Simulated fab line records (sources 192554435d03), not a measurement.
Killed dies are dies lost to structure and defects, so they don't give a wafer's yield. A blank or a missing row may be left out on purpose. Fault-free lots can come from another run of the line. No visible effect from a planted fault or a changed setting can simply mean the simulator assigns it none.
Split-lot experiment    flow n5 finfet    21 wafers read across 7 lots, on a route 1938 steps long

== SPLIT DETAILS ==
At N5_ZERO_LAYER_EXPOSE_08 (exposes mask ZERO, defocus 0 nm, target cd 2000 nm), the setting dose mj was moved away from the recipe's 16.2 on 5 of the 21 wafers read, by -5.1% to +4.9%. For the rest of the wafers, this setting stayed at what the recipe calls for.

== FROM THE SPLIT TO THE READING: what the file shows between them, 3 steps ==
- N5_ZERO_LAYER_PEB_09
- N5_ZERO_LAYER_DEVELOP_10: develop time 60 s
- N5_ZERO_LAYER_HARDBAKE_23: time 120 s

== THE READING ==
cd nm at N5_ZERO_LAYER_CD_MEAS_11, given in nm (cd target 2000 nm). A value of 1999.1 nm with a standard deviation of 1.7 nm is what fault-free wafers of this fab line usually give.

wafer   tool, chamber at the split  dose mj as run  against the recipe  cd nm, nm  against lot-mates on the recipe
L077.3  krf scanner-02, 0           16.65           +2.8%               2005.5     +5.7
L077.5  krf scanner-02, 0           16.2            recipe              2000.2     -
L077.6  krf scanner-02, 0           16.2            recipe              1999.5     -
L078.1  krf scanner-01, 0           15.58           -3.8%               1994.2     -7.3
L078.2  krf scanner-01, 0           16.2            recipe              2002.3     -
L078.6  krf scanner-01, 0           16.2            recipe              2000.8     -
L082.3  krf scanner-01, 0           17              +4.9%               2008.0     +9.5
L082.4  krf scanner-01, 0           17              +4.9%               2007.9     +9.4
L082.5  krf scanner-01, 0           16.2            recipe              1998.5     -
L090.1  krf scanner-01, 0           16.2            recipe              1994.7     -
L090.3  krf scanner-01, 0           16.2            recipe              2000.0     -
L090.6  krf scanner-01, 0           16.2            recipe              1999.3     -
L092.1  krf scanner-02, 0           16.2            recipe              1998.1     -
L092.2  krf scanner-02, 0           16.2            recipe              1995.7     -
L092.6  krf scanner-02, 0           16.2            recipe              1996.9     -
L094.3  krf scanner-01, 0           16.2            recipe              2000.9     -
L094.4  krf scanner-01, 0           16.2            recipe              1998.7     -
L094.6  krf scanner-01, 0           16.2            recipe              1997.1     -
L095.3  krf scanner-01, 0           15.37           -5.1%               1990.3     -10.2
L095.5  krf scanner-01, 0           16.2            recipe              2000.3     -
L095.6  krf scanner-01, 0           16.2            recipe              2000.7     -

THE FIT
A straight line over all 21 wafers: cd nm changes by +1.73 nm for each +1% of dose mj; r = +0.90; the points scatter about the line by 1.9 nm.
The same after taking each lot's own level away (the mean of its wafers on the recipe; 21 wafers): +1.95 nm for each +1%; r = +0.96; scatter 1.2 nm.
Per that fit: largest dose mj move, reading shift of 10 nm.
Measured against the standard deviation above, the lots' own levels, which go from 1996.90 to 2001.55 nm, span 2.7 times it.
Hence the slope depends on the lot-to-lot level, as the two fits are not the same.
Check: -9.86 nm against its lot-mates is what the line predicts for one of the wafers moved furthest among these (-5.1%) when that wafer is left out of the fit. Against them it came out at -10.2 nm.

== THE FILE'S OWN FIT ==
cd nm changes by +1.95 nm for each +1% of dose mj, r = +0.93.
